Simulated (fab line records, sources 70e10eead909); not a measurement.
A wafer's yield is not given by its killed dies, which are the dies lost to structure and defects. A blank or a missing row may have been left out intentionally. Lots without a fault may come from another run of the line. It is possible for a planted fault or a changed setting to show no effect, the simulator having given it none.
A lot that was struck, set against a sound lot || flow nand_harc || 14 out of 1159 route steps
Sound: wafers L137.1, L137.2, L137.6. Struck: wafer L149.5. (L149.3 of the same lot was not struck and is left out.) The cause comes at the end.
For every step that has rows: the tool of each side, followed by ch and its chambers, followed by its first start. Under that, the readings that differ: sound wafers || struck wafers || difference of the means || sigmas: that difference in standard deviations of wafers without a fault.
alike: readings with means less than 2 such deviations apart, plus words and numbers identical on both sides. not compared: withheld readings, readings lacking a value on some wafer, bounds such as >300 that could conceal the same value, and numbers that have no deviation in the record and whose values overlap.
A row with sigmas, a row that says differs or no value, or rows on one side alone: a step with any of these is where the two part. Non-overlapping numbers with no deviation appear without sigmas and do not part them. Lack of a reading on every wafer of one side parts them only where that side has two or more wafers.

first, 4 steps without rows for these wafers: NHARC_P_CONTACT_EBR_08; NHARC_P_CONTACT_EXPOSE_09 (exposes mask P CA, target cd 90 nm); NHARC_P_CONTACT_PEB_10 (peb time 65 s); NHARC_P_CONTACT_DEVELOP_11 (develop time 35 s).
NHARC_P_CONTACT_CD_MEAS_12 targets a cd of 90 nm.
  sound on cd_sem-01 ch 0, day 5 11:51; struck on cd_sem-03 ch 0, day 8 20:59
  alike: cd_nm
NHARC_P_CONTACT_OVL_MEAS_13:
  struck on overlay-02, day 8 21:04; sound on overlay-01, day 5 11:58
  alike: overlay_x_nm, overlay_y_nm
NHARC_P_CONTACT_INSPECT_14:
  struck on defect_inspect-01, day 8 21:06; sound on defect_inspect-01, day 5 11:59
{"reading": "raw_defect_count", "sound": "1 5 3", "struck": 10, "difference": "+7", "sigmas": "+3"}
NHARC_P_CONTACT_DESCUM_17: chemistry O2, time 3 s.
  sound on rie_diel-08 ch 1,3, day 5 12:03; struck on rie_diel-11 ch 2, day 8 21:11
  alike: drypump_motor_current_A, o2_flow_sccm, oes_product_au, rf_vpp_V, showerhead_plenum_p_Torr, throttle_valve_pct
  not compared: rf_hours_counter_h
NHARC_P_CONTACT_ETCH_35: etches the open film in CF4, target depth 39 nm, time 65 s.
  sound on rie_diel-08 ch 2,3, day 5 12:09; struck on rie_diel-11 ch 1, day 8 21:16
  alike: drypump_motor_current_A, oes_product_au, rf_vpp_V, showerhead_plenum_p_Torr, throttle_valve_pct
  not compared: rf_hours_counter_h
NHARC_P_CONTACT_ETCH_36: etches the open film in N2/H2, target depth 260 nm, time 406.25 s.
  sound: rie_diel-08 ch 1,2,3; struck: rie_diel-11 ch 1
{"reading": "throttle_valve_pct (%)", "sound": "14.171 14.174 14.162", "struck": 14.189, "difference": "+0.020", "sigmas": "+2"}
  alike: drypump_motor_current_A, oes_product_au, rf_vpp_V, showerhead_plenum_p_Torr
  not compared: rf_hours_counter_h
NHARC_P_CONTACT_ETCH_18: etches the open film in C4F8/O2/Ar, target depth 481 nm, time 240.5 s.
  sound on rie_diel-08 ch 0,1,2; struck on rie_diel-08 ch 0, day 8 21:42
{"reading": "oes_product_au (a.u.)", "sound": "0.937 0.946 0.955", "struck": 0.999, "difference": "+0.053", "sigmas": "+3"}
  alike: rf_vpp_V
  not compared: rf_hours_counter_h
then, 1 step without rows for these wafers: NHARC_P_CONTACT_STRIP_37 (strips in C4F8/O2/Ar).
NHARC_P_CONTACT_ETCH_31: etches the open film in CH3F/O2, target depth 30 nm, time 85.7 s.
  sound on rie_diel-08 ch 0,2,3, day 5 12:48; struck on rie_diel-08 ch 1, day 8 21:59
{"reading": "oes_product_au (a.u.)", "sound": "0.970 0.975 0.973", "struck": 0.668, "difference": -0.305, "sigmas": -25}
  alike: drypump_motor_current_A, o2_flow_sccm, rf_vpp_V, showerhead_plenum_p_Torr, throttle_valve_pct
  not compared: rf_hours_counter_h
NHARC_P_CONTACT_CD_MEAS_19:
  struck on cd_sem-03, day 8 22:07; sound on cd_sem-02, day 5 12:56
  alike: cd_nm

## WHERE THEY PART
Last at NHARC_P_CONTACT_ETCH_31 as far as this record goes, first at NHARC_P_CONTACT_INSPECT_14. Later steps at which nothing parts them and some readings are alike: NHARC_P_CONTACT_CD_MEAS_19.

WHY: what the simulator had put in
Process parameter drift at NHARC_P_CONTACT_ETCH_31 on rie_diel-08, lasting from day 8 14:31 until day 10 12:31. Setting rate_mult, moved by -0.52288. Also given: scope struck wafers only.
